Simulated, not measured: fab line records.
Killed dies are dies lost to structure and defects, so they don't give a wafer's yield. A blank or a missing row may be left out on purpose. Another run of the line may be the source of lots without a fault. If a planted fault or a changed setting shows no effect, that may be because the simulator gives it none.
Matching of chambers	flow n5-finfet	cmp-02 running N5_BEOL_M6_CMP_52: 4 sister chambers
The step polishes, stops on SiCOH lowk, t overpolish 6.9 s, target thk 80 nm. 4 wafers are shown with their chamber, then 8 later ones without.

## WAFERS PAIRED WITH THEIR CHAMBERS
wafer	chamber	motor-current-A (A)
L081.3	3	7.0
L085.3	2	7.0
L085.4	1	6.7
L086.1	0	6.0

## WAFERS WHOSE CHAMBER IS MISSING
wafer	motor-current-A (A)
L086.5	6.4
L086.6	6.4
L088.1	6.7
L088.3	7.1
L088.6	6.6
L097.2	5.8
L097.3	6.4
L097.6	6.5

## WHICH CHAMBER EACH WENT THROUGH
wafer	from the rows above	in truth
L086.5	can't be placed: 1 or 0 or 2 or 3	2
L086.6	can't be placed: 1 or 0 or 2 or 3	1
L088.1	can't be placed: 1 or 2 or 3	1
L088.3	can't be placed: 2 or 3 or 1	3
L088.6	can't be placed: 1 or 2 or 3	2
L097.2	0	0
L097.3	can't be placed: 1 or 0 or 2 or 3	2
L097.6	can't be placed: 1 or 0 or 2 or 3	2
1 of 8 placed correctly. Can't be placed from these rows: 7 (the true chamber is among the candidates in 7). Wrongly placed: 0.
How it was worked out, from the rows above alone: a wafer's distance from a chamber is the root of the sum, over the readings, of the square of ((its reading less the chamber's mean) divided by the reading's scatter). If the next closest chamber is less than 2 further off than the closest, the wafer can't be placed; otherwise it belongs to the closest. For every chamber, the mean is computed from those of its wafers that are shown. The scatter: with one shown wafer a chamber, the root of the mean of the squares of how far each hidden wafer lies from its nearest shown one.
